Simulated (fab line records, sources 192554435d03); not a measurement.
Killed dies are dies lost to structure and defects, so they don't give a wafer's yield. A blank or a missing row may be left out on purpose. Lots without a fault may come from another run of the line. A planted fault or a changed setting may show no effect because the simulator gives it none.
fab line records | flow n5_finfet
record lots=7 wafers=21
route steps=1938 shown BEOL_M9@1405 BEOL_M10@1470 BEOL_M11@1578
start_h: hours from the record's first day to the start of the lot's first wafer shown | wait_h: hours since the lot's step before | " the same as in the row above | L1.1+2: a row that stands for several wafers | - no value, or no start given | * or withheld: withheld | < > ~ a bound
route shown NAME@n: a module of which the file shows steps, and the number in the route of the first | usual: mean/standard deviation of fault-free wafers | same: alike in all rows | chamber/n: place in a boat | sites: the reading at each site | _std_site: their standard deviation | _edge_site: outer sites' mean less inner sites' | radius_mm: how far each site lies from the wafer's centre | mask NAME#n: copy n | behind: the tool/chamber that last shaped the wafer | hold: why the lot was held/for how many hours/how that ended | device: the transistor (n, p or np) that didn't switch | end of line: the same wafers' tests at the end of the route | a step without rows: its recipe alone | killed: dies lost to structure and defects at the first sort, not the wafer's yield | map: a wafer's dies, x killed, . not, _ none there
set.NAME: the setting as run; set.NAME@STEP: as run at that earlier step | model.NAME: the simulator's own value behind a step, which no gauge read
lots whose settings were changed on purpose; a table a step, a row a wafer
## steps
# step N5_BEOL_M9_HM_DEP_02
# recipe material=TiN target_thk_a=200 temp_c=25 chamber_pressure_pa=0.49996
# columns lot.wafer tool chamber start_h wait_h set.target_thk_a model.TiN_of_BEOL_M9_HM_DEP_02.thk_nm
L076.1+4+5 pvd_sputter-03 - 249.73 2.0 200 19.8
L079.3 pvd_sputter-02 - 274.38 3.0 181.2 18.4
L079.4 " - " " 181.2 18.2
L079.6 " - " " 200 20.2
L080.4+5+6 pvd_sputter-02 - 274.58 2.2 200 20
L084.1 pvd_sputter-02 - 308.14 2.3 189.7 18.6
L084.4+5 " - " " 200 19.6
L090.1+2 pvd_sputter-03 - 340.61 1.8 200 19.6
L090.4 " - " " 200 19.4
L095.1 pvd_sputter-02 - 379.25 1.5 189.4 19.2
L095.2 " - " " 200 20.2
L095.4 " - " " 189.4 19
L097.1+6 pvd_sputter-01 - 396.12 1.6 209.5 21
L097.5 " - " " 200 20.2
# step N5_BEOL_M9_COAT_59
# recipe resist=SOC temp_c=250 time_s=60 spin_rpm=1500 resist_thk_nm=100
# step N5_BEOL_M9_COAT_60
# recipe resist=SiARC temp_c=220 time_s=60 spin_rpm=1500 resist_thk_nm=30
# step N5_BEOL_M9_STRIP_68
# recipe chemistry=N2/H2 temp_c=40 n2_flow_sccm=200 h2_flow_sccm=200 rf_frequency_hz=6e+07
# step N5_BEOL_M9_STRIP_67
# recipe chemistry=CF4 resist=SiARC power_w=300 bias_power_w=75 pressure_mtorr=50 cf4_flow_sccm=150 rf_frequency_hz=6e+07
# step N5_BEOL_M9_HM_OPEN_17
# recipe chemistry=Cl2/BCl3 target_depth_a=200 overetch_a=60 target=TiN mask_material=SOC ion_energy_ev=150 pressure_mtorr=10 icp_w=1000 bias_w=126 Cl2_flow_sccm=53.25 bcl3_flow_sccm=21.75 Ar_flow_sccm=25
# columns lot.wafer tool chamber start_h wait_h set.target_thk_a@BEOL_M9_HM_DEP_02 model.etch.depth_nm
L076.1+4 rie_metal-03 0,1 250.91 0.0 200 19.76
L076.5 " 0 " " 200 19.84
L079.3 rie_metal-03 1 275.73 0.1 181.2 18.35
L079.4 " 0 " " 181.2 18.15
L079.6 " 1 " " 200 20.21
L080.4 rie_metal-03 1 276.09 0.1 200 20
L080.5 " 1 " " 200 19.91
L080.6 " 0 " " 200 20.02
L084.1 rie_metal-02 1 308.87 0.0 189.7 18.63
L084.4 " 0 " " 200 19.56
L084.5 " 0 " " 200 19.66
L090.1 rie_metal-01 0 341.47 0.0 200 19.51
L090.2 " 1 " " 200 19.55
L090.4 " 0 " " 200 19.36
L095.1 rie_metal-03 1 380.12 0.0 189.4 19.21
L095.2 " 0 " " 200 20.25
L095.4 " 0 " " 189.4 19.01
L097.1 rie_metal-01 1 397.24 0.0 209.5 21.1
L097.5 " 1 " " 200 20.14
L097.6 " 0 " " 209.5 21.01
# step N5_BEOL_M9_TRENCH_ETCH_37
# recipe chemistry=C4F6/O2 target_depth_a=1514.3 target=SiCOH_lowk time_s=49 ion_energy_ev=250 pressure_mtorr=30 source_w=345 bias_w=185 Ar_flow_sccm=300 C4F6_flow_sccm=10 O2_flow_sccm=10
# usual rf_vpp_V=669/6.8
# columns lot.wafer tool chamber start_h wait_h set.bias_w set.target_thk_a@BEOL_M9_HM_DEP_02 rf_vpp_V model.BEOL_M9.feature_depth_nm model.etch.depth_nm model.TiN_of_BEOL_M9_HM_DEP_02.thk_nm
L076.1 rie_diel-06 3 - - 152.9 200 571 141.2 141.3 16
L076.4 " 1 " " 185 200 671 151 150.9 15.6
L076.5 " 0 " " 185 200 657 149.6 149.7 15.6
L080.4 rie_diel-06 3 - - 185 200 664 147.4 147.4 16
L080.5 " 2 " " 185 200 662 150.4 150.4 15.8
L080.6 " 1 " " 185 200 671 148.2 148.1 15.8
L079.3 rie_diel-06 2 - - 185 181.2 662 153 153.1 14.2
L079.4 " 2 " " 185 181.2 660 150.8 150.7 14
L079.6 " 3 " " 185 200 663 148.4 148.4 16
L084.1 rie_diel-06 0 - - 208.3 189.7 718 159.2 159.1 14
L084.4 " 2 " " 208.3 200 725 156.8 156.9 15
L084.5 " 3 " " 185 200 663 147.8 147.9 15.6
L090.1 rie_diel-02 2 - - 173.8 200 649 150 149.9 15.4
L090.2 " 1 " " 173.8 200 636 148.4 148.3 15.6
L090.4 " 0 " " 185 200 670 150 150 15.2
L095.1 rie_diel-02 0 - - 185 189.4 671 150.8 150.8 15
L095.2 " 2 " " 156.1 200 596 147.2 147.2 16.4
L095.4 " 1 " " 185 189.4 670 152.8 152.9 14.8
L097.1 rie_diel-05 2 - - 185 209.5 667 148.8 148.8 17
L097.5 " 2 " " 185 200 668 148.6 148.5 16
L097.6 " 3 " " 163.4 209.5 606 142.4 142.4 17.2
# step N5_BEOL_M9_ETCH_41
# recipe chemistry=CH3F/O2 target=SiCN target_depth_a=366 taper_deg=2 time_s=70.1 ion_energy_ev=120 mask_material=TiN pressure_mtorr=30 source_w=395 bias_w=75 Ar_flow_sccm=150 CH3F_flow_sccm=30 O2_flow_sccm=20
# step N5_BEOL_M9_STRIP_80
# recipe chemistry=N2/H2 time_s=10 power_w=450 temp_c=40 pressure_mtorr=20 rf_frequency_hz=6e+07 bias_power_w=7 n2_flow_sccm=200 h2_flow_sccm=200
# step N5_BEOL_M9_OCD_MEAS_38
# usual trench_depth_nm=150.8/2.5
# columns lot.wafer tool chamber start_h wait_h set.bias_w@BEOL_M9_TRENCH_ETCH_37 trench_depth_nm
L076.1 ocd-02 - 252.24 - 152.9 140.8
L076.4 " - " " 185 150.7
L076.5 " - " " 185 149.5
L080.4 ocd-02 - 279.26 - 185 147.6
L080.5 " - " " 185 150.2
L080.6 " - " " 185 148.5
L079.3 ocd-01 - 282.57 - 185 152.9
L079.4 " - " " 185 150.5
L079.6 " - " " 185 148.3
L084.1 ocd-01 - 310.06 - 208.3 158.9
L084.4 " - " " 208.3 156.6
L084.5 " - " " 185 147.5
L090.1 ocd-02 - 344.08 - 173.8 150.5
L090.2 " - " " 173.8 148.7
L090.4 " - " " 185 150.1
L095.1 ocd-02 - 382.18 - 185 150.6
L095.2 " - " " 156.1 148.1
L095.4 " - " " 185 152.7
L097.1 ocd-01 - 400.54 - 185 148.9
L097.5 " - " " 185 148.5
L097.6 " - " " 163.4 142.3
# step N5_BEOL_M9_HM_STRIP_39
# recipe chemistry=peroxide_tin_strip material=TiN target_depth_a=250 temp_c=50 time_s=158
# step N5_BEOL_M9_SRD_40
# recipe time_s=30 temp_c=23 rinse_liquid=diw dry=ipa_marangoni
# step N5_BEOL_M9_ECD_50
# recipe material=Cu target_thk_a=3180
# step N5_BEOL_M9_ANNEAL_51
# recipe temp_c=225 time_s=90 ambient=N2
# step N5_BEOL_M9_CMP_52
# recipe stop_on=SiCOH_lowk t_overpolish_s=7 down_force_psi=1 platen_rpm=50 clearing_platen_down_force_psi=1.5 clearing_platen_rpm=50 post_cmp_clean=cu_alkaline target_thk_nm=140 clearing_platen_pad_velocity_m_s=0.99484 pad_velocity_m_s=0.99484
# columns lot.wafer tool chamber start_h wait_h set.bias_w@BEOL_M9_TRENCH_ETCH_37 model.Cu_of_BEOL_M9_ECD_50.thk_nm
L076.1 cmp-03 3 255.62 0.3 152.9 128.8
L076.4 " 1 " " 185 140
L076.5 " 2 " " 185 137.6
L080.4 cmp-03 1 283.70 0.2 185 135.8
L080.6 " 2 " " 185 135.4
L080.5 " 3 " " 185 138.8
L079.3 cmp-03 0 286.31 0.2 185 141.8
L079.4 " 3 " " 185 139
L079.6 " 0 " " 185 137.4
L084.4 cmp-01 1 312.41 0.1 208.3 145.8
L084.1 " 3 " " 208.3 148.2
L084.5 " 2 " " 185 137
L090.1 cmp-03 3 346.59 0.3 173.8 139
L090.2 " 0 " " 173.8 135
L090.4 " 2 " " 185 137
L095.4 cmp-01 0 386.68 0.2 185 142.6
L095.2 " 1 " " 156.1 137.2
L095.1 " 2 " " 185 141.6
L097.1 cmp-01 3 403.15 0.3 185 139.2
L097.5 " 2 " " 185 138.6
L097.6 " 3 " " 163.4 130.6
# step N5_BEOL_M9_THK_MEAS_53
# recipe thk_meas_gauge=xrf reads=Cu_of_BEOL_M9_ECD_50
# usual M9_THK=141/3.1
# columns lot.wafer tool chamber start_h wait_h set.bias_w@BEOL_M9_TRENCH_ETCH_37 M9_THK[nm]
L076.1 film_metro-02 - 255.88 - 152.9 128
L076.4 " - " " 185 139
L076.5 " - " " 185 136
L080.4 film_metro-01 - 283.88 - 185 136
L080.5 " - " " 185 139
L080.6 " - " " 185 136
L079.3 film_metro-02 - 286.60 - 185 143
L079.4 " - " " 185 141
L079.6 " - " " 185 139
L084.1 film_metro-02 - 312.70 - 208.3 149
L084.4 " - " " 208.3 146
L084.5 " - " " 185 138
L090.1 film_metro-01 - 346.88 - 173.8 142
L090.2 " - " " 173.8 138
L090.4 " - " " 185 140
L095.1 film_metro-01 - 386.94 - 185 145
L095.2 " - " " 156.1 140
L095.4 " - " " 185 146
L097.1 film_metro-01 - 403.40 - 185 142
L097.5 " - " " 185 141
L097.6 " - " " 163.4 134
# step N5_BEOL_M9_PRE_CLEAN_55
# recipe gas=NH3 time_s=15 temp_c=withheld rf_power_w=300
# step N5_BEOL_M9_DEP_56
# recipe material=SiCN target_thk_a=150 temp_c=withheld precursor=3MS/NH3 pressure_torr=3 rf_w=202 time_s=26.5
# step N5_BEOL_M9_RS_MEAS_57
# recipe thk_meas_gauge=four-point-probe reads=Cu_of_BEOL_M9_ECD_50+Co_of_BEOL_M9_CVD_78+TaN_of_BEOL_M9_ALD_74
# usual M9_RS=0.151/0.0033
# columns lot.wafer tool chamber start_h wait_h set.bias_w@BEOL_M9_TRENCH_ETCH_37 M9_RS[ohm/sq]
L076.1 film_metro-01 - 256.01 0.1 152.9 0.166
L076.4 " - " " 185 0.151
L076.5 " - " " 185 0.154
L080.4 film_metro-02 - 284.02 0.0 185 0.156
L080.5 " - " " 185 0.152
L080.6 " - " " 185 0.157
L079.3 film_metro-01 - 286.74 0.1 185 0.149
L079.4 " - " " 185 0.152
L079.6 " - " " 185 0.154
L084.1 film_metro-02 - 312.87 0.1 208.3 0.141
L084.4 " - " " 208.3 0.144
L084.5 " - " " 185 0.154
L090.1 film_metro-01 - 347.02 0.1 173.8 0.152
L090.2 " - " " 173.8 0.157
L090.4 " - " " 185 0.154
L095.1 film_metro-01 - 387.07 0.1 185 0.149
L095.2 " - " " 156.1 0.154
L095.4 " - " " 185 0.148
L097.1 film_metro-02 - 403.55 0.1 185 0.151
L097.5 " - " " 185 0.152
L097.6 " - " " 163.4 0.163
# step N5_BEOL_M10_ILD_DEP_00
# recipe material=SiCOH_lowk target_thk_a=3085.1 temp_c=300 precursor=DEMS/porogen pressure_torr=5 rf_w=500 time_s=58
# columns lot.wafer tool chamber start_h wait_h set.time_s model.SiCOH_lowk_of_BEOL_M10_ILD_DEP_00.thk_nm
L076.1 pecvd-04 0 256.08 0.0 61.42 321.6
L076.4 " 2 " " 61.42 325.6
L076.5 " 1 " " 61.42 326.6
L080.4 pecvd-03 1 284.10 0.1 58 308
L080.5 " 0 " " 58 306.8
L080.6 " 1 " " 58 309.2
L079.3 pecvd-01 2 286.80 0.0 58 306.4
L079.4 " 1 " " 58 309.8
L079.6 " 0 " " 58 311.4
L084.1 pecvd-04 2 312.93 0.0 58 303.4
L084.4 " 0 " " 51.03 272.4
L084.5 " 1 " " 58 312
L090.1 pecvd-04 0 347.08 0.0 53.46 277.8
L090.2 " 1 " " 58 305.2
L090.4 " 2 " " 58 309.6
L095.1 pecvd-03 1 387.14 0.0 58 307.4
L095.2 " 0 " " 58 303.8
L095.4 " 1 " " 58 311
L097.1 pecvd-01 1 403.62 0.0 51.86 270
L097.5 " 2 " " 58 307.2
L097.6 " 0 " " 58 303.2
# step N5_BEOL_M10_CURE_71
# recipe temp_c=385 time_s=240 ambient=He/Ar material=SiCOH_lowk
# columns lot.wafer tool chamber start_h wait_h set.time_s@BEOL_M10_ILD_DEP_00 model.SiCOH_lowk_of_BEOL_M10_ILD_DEP_00.thk_nm
L076.1 uv_cure-02 2 256.19 0.1 61.42 279.6
L076.4 " 2 " " 61.42 283.2
L076.5 " 2 " " 61.42 284
L080.4 uv_cure-01 1 284.42 0.3 58 267.6
L080.5 " 1 " " 58 266.6
L080.6 " 1 " " 58 268.6
L079.3 uv_cure-02 0 287.34 0.5 58 266.2
L079.4 " 0 " " 58 269.2
L079.6 " 0 " " 58 270.6
L084.1 uv_cure-02 2 313.01 0.0 58 263.4
L084.4 " 2 " " 51.03 236.2
L084.5 " 2 " " 58 271
L090.1 uv_cure-01 1 347.22 0.1 53.46 241
L090.2 " 1 " " 58 265
L090.4 " 1 " " 58 269
L095.1 uv_cure-03 1 387.21 0.0 58 267
L095.2 " 1 " " 58 263.8
L095.4 " 1 " " 58 270.2
L097.1 uv_cure-02 1 403.69 0.0 51.86 234
L097.5 " 1 " " 58 266.8
L097.6 " 1 " " 58 263.4
# step N5_BEOL_M10_THK_MEAS_01
# recipe reads=SiCOH_lowk_of_BEOL_M10_ILD_DEP_00
# usual M10_ILD_THK=267/3.3
# columns lot.wafer tool chamber start_h wait_h set.time_s@BEOL_M10_ILD_DEP_00 M10_ILD_THK[nm]
L076.1 film_metro-02 - 257.18 0.8 61.42 280
L076.4 " - " " 61.42 283
L076.5 " - " " 61.42 284
L080.4 film_metro-02 - 284.70 0.2 58 268
L080.5 " - " " 58 266
L080.6 " - " " 58 269
L079.3 film_metro-01 - 287.69 0.3 58 266
L079.4 " - " " 58 269
L079.6 " - " " 58 270
L084.1 film_metro-01 - 313.52 0.4 58 263
L084.4 " - " " 51.03 236
L084.5 " - " " 58 271
L090.1 film_metro-01 - 347.73 0.4 53.46 241
L090.2 " - " " 58 265
L090.4 " - " " 58 269
L095.1 film_metro-01 - 387.73 0.4 58 267
L095.2 " - " " 58 264
L095.4 " - " " 58 270
L097.1 film_metro-02 - 404.69 0.8 51.86 234
L097.5 " - " " 58 267
L097.6 " - " " 58 263
# step N5_BEOL_M10_COAT_05
# recipe resist=CAR-ArF spin_rpm=1500 resist_thk_nm=90
# columns lot.wafer tool chamber start_h wait_h set.spin_rpm model.CAR-ArF_of_BEOL_M10_COAT_05.thk_nm
L076.1 litho_track-05 0 - - 1390 93.6
L076.4 " 0 " " 1500 90
L076.5 " 0 " " 1390 93.8
L080.4+5 litho_track-03 0 - - 1500 90
L080.6 " 0 " " 1500 89.8
L079.3+6 litho_track-05 0 - - 1604 87
L079.4 " 0 " " 1500 90
L084.1+4 litho_track-04 0 - - 1500 90.2
L084.5 " 0 " " 1500 90.4
L090.1+2+4 litho_track-05 0 - - 1500 90.4
L095.1 litho_track-03 0 - - 1500 89.6
L095.2+4 " 0 " " 1500 89.8
L097.1 litho_track-05 0 - - 1500 90
L097.5 " 0 " " 1500 90.4
L097.6 " 0 " " 1500 90.2
# step N5_BEOL_M10_EBR_07
# recipe solvent=PGMEA ebr_width_mm=1.5
# step N5_BEOL_M10_SOFTBAKE_06
# recipe temp_c=110 time_s=60 resist=CAR-ArF
# step N5_BEOL_M10_EXPOSE_08
# recipe mask_id=M10 na=1.35 source_shape=dipole sigma_inner=0.411 sigma_outer=0.611 polarization=te dose_mj=53.75
# step N5_BEOL_M10_PEB_09
# recipe peb_temp_c=withheld peb_time_s=60 resist=CAR-ArF
# step N5_BEOL_M10_DEVELOP_10
# recipe develop_time_s=30 developer=TMAH resist=CAR-ArF rinse_liquid=diw dry=air_spin dev_temp_c=23
# columns lot.wafer tool chamber start_h wait_h set.spin_rpm@BEOL_M10_COAT_05 model.CAR-ArF_of_BEOL_M10_COAT_05.thk_nm
L076.1 litho_track-05 0 - - 1390 91.8
L076.4 " 0 " " 1500 88.2
L076.5 " 0 " " 1390 92
L080.4+5 litho_track-05 0 - - 1500 88.4
L080.6 " 0 " " 1500 88.2
L079.3 litho_track-05 0 - - 1604 85.2
L079.4 " 0 " " 1500 88.2
L079.6 " 0 " " 1604 85.4
L084.1+5 litho_track-03 0 - - 1500 88.6
L084.4 " 0 " " 1500 88.4
L090.1+4 litho_track-05 0 - - 1500 88.8
L090.2 " 0 " " 1500 88.6
L095.1+2+4 litho_track-03 0 - - 1500 88
L097.1 litho_track-05 0 - - 1500 88.2
L097.5+6 " 0 " " 1500 88.6
# step N5_BEOL_M10_DESCUM_16
# recipe chemistry=O2 time_s=7.9 source_power_w=50 bias_power_w=20 pressure_mtorr=20 rf_frequency_hz=2.712e+07 temp_c=40 resist=CAR-ArF o2_flow_sccm=225
# step N5_BEOL_M10_ETCH_61
# recipe chemistry=CF4 target=SiARC target_depth_a=390 mask_material=CAR-ArF time_s=65 ion_energy_ev=80 pressure_mtorr=40 source_w=545 bias_w=36 Ar_flow_sccm=100 cf4_flow_sccm=100 ends=cleared
# columns lot.wafer tool chamber start_h wait_h set.spin_rpm@BEOL_M10_COAT_05 model.CAR-ArF_of_BEOL_M10_COAT_05.thk_nm
L076.1 rie_diel-03 0 260.07 0.0 1390 59
L076.4 " 3 " " 1500 55.4
L076.5 " 3 " " 1390 59.4
L080.4+5 rie_diel-01 3,1 285.58 0.0 1500 55.6
L080.6 " 0 " " 1500 55.4
L079.3+6 rie_diel-04 2 291.16 0.0 1604 52.4
L079.4 " 3 " " 1500 55.4
L084.1+5 rie_diel-04 3,2 315.36 0.0 1500 55.8
L084.4 " 0 " " 1500 55.6
L090.1+2 rie_diel-04 3,0 351.70 0.0 1500 56
L090.4 " 1 " " 1500 55.8
L095.1 rie_diel-03 1 388.72 0.0 1500 55
L095.2+4 " 2,0 " " 1500 55.2
L097.1 rie_diel-04 3 406.96 0.0 1500 55.4
L097.5+6 " 3,2 " " 1500 55.8
# step N5_BEOL_M11_TRENCH_ETCH_37
# recipe chemistry=C4F6/O2 target_depth_a=1488.3 target=SiCOH_lowk time_s=48 ion_energy_ev=250 pressure_mtorr=30 source_w=345 bias_w=185 Ar_flow_sccm=300 C4F6_flow_sccm=10 O2_flow_sccm=10
# usual rf_vpp_V=667/6.9
# columns lot.wafer tool chamber start_h wait_h set.bias_w rf_vpp_V
L076.1 rie_diel-05 0 - - 185 670
L076.4 " 2 " " 185 666
L076.5 " 2 " " 162.7 603
L080.4 rie_diel-05 3 - - 185 669
L080.5 " 1 " " 185 658
L080.6 " 2 " " 185 666
L079.3 rie_diel-02 3 - - 209.7 741
L079.4 " 2 " " 209.7 751
L079.6 " 2 " " 185 682
L084.1 rie_diel-05 0 - - 194.9 699
L084.4 " 3 " " 185 670
L084.5 " 3 " " 194.9 698
L090.1 rie_diel-06 1 - - 185 671
L090.2 " 3 " " 168 615
L090.4 " 2 " " 185 660
L095.1 rie_diel-06 3 - - 163.6 603
L095.2 " 1 " " 185 671
L095.4 " 0 " " 185 656
L097.1 rie_diel-02 3 - - 185 668
L097.5 " 2 " " 185 681
L097.6 " 1 " " 185 668
## key
split step=N5_BEOL_M9_HM_DEP_02 setting=target_thk_a stated=200 by=wafer
response step=N5_BEOL_M9_HM_DEP_02 reading=model.TiN_of_BEOL_M9_HM_DEP_02.thk_nm change=+0.197 per=1% r=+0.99
response step=N5_BEOL_M9_HM_OPEN_17 reading=model.etch.depth_nm change=+0.205 per=1% r=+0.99
response step=N5_BEOL_M9_TRENCH_ETCH_37 reading=model.TiN_of_BEOL_M9_HM_DEP_02.thk_nm change=+0.228 per=1% r=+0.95
split step=N5_BEOL_M9_TRENCH_ETCH_37 setting=bias_w stated=185 by=wafer
response step=N5_BEOL_M9_TRENCH_ETCH_37 reading=rf_vpp_V change=+5.02 per=1% r=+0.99
response step=N5_BEOL_M9_TRENCH_ETCH_37 reading=model.BEOL_M9.feature_depth_nm change=+0.498 per=1% r=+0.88
response step=N5_BEOL_M9_TRENCH_ETCH_37 reading=model.etch.depth_nm change=+0.496 per=1% r=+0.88
response step=N5_BEOL_M9_OCD_MEAS_38 reading=trench_depth_nm change=+0.483 per=1% r=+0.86
response step=N5_BEOL_M9_CMP_52 reading=model.Cu_of_BEOL_M9_ECD_50.thk_nm change=+0.539 per=1% r=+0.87
response step=N5_BEOL_M9_THK_MEAS_53 reading=M9_THK change=+0.53 per=1% r=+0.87
response step=N5_BEOL_M9_RS_MEAS_57 reading=M9_RS change=-0.000688 per=1% r=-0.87
split step=N5_BEOL_M10_ILD_DEP_00 setting=time_s stated=58 by=wafer
response step=N5_BEOL_M10_ILD_DEP_00 reading=model.SiCOH_lowk_of_BEOL_M10_ILD_DEP_00.thk_nm change=+3.24 per=1% r=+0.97
response step=N5_BEOL_M10_CURE_71 reading=model.SiCOH_lowk_of_BEOL_M10_ILD_DEP_00.thk_nm change=+2.85 per=1% r=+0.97
response step=N5_BEOL_M10_THK_MEAS_01 reading=M10_ILD_THK change=+2.85 per=1% r=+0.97
split step=N5_BEOL_M10_COAT_05 setting=spin_rpm stated=1500 by=wafer
response step=N5_BEOL_M10_COAT_05 reading=model.CAR-ArF_of_BEOL_M10_COAT_05.thk_nm change=-0.471 per=1% r=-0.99
response step=N5_BEOL_M10_DEVELOP_10 reading=model.CAR-ArF_of_BEOL_M10_COAT_05.thk_nm change=-0.464 per=1% r=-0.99
response step=N5_BEOL_M10_ETCH_61 reading=model.CAR-ArF_of_BEOL_M10_COAT_05.thk_nm change=-0.478 per=1% r=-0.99
split step=N5_BEOL_M11_TRENCH_ETCH_37 setting=bias_w stated=185 by=wafer
response step=N5_BEOL_M11_TRENCH_ETCH_37 reading=rf_vpp_V change=+5.2 per=1% r=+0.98
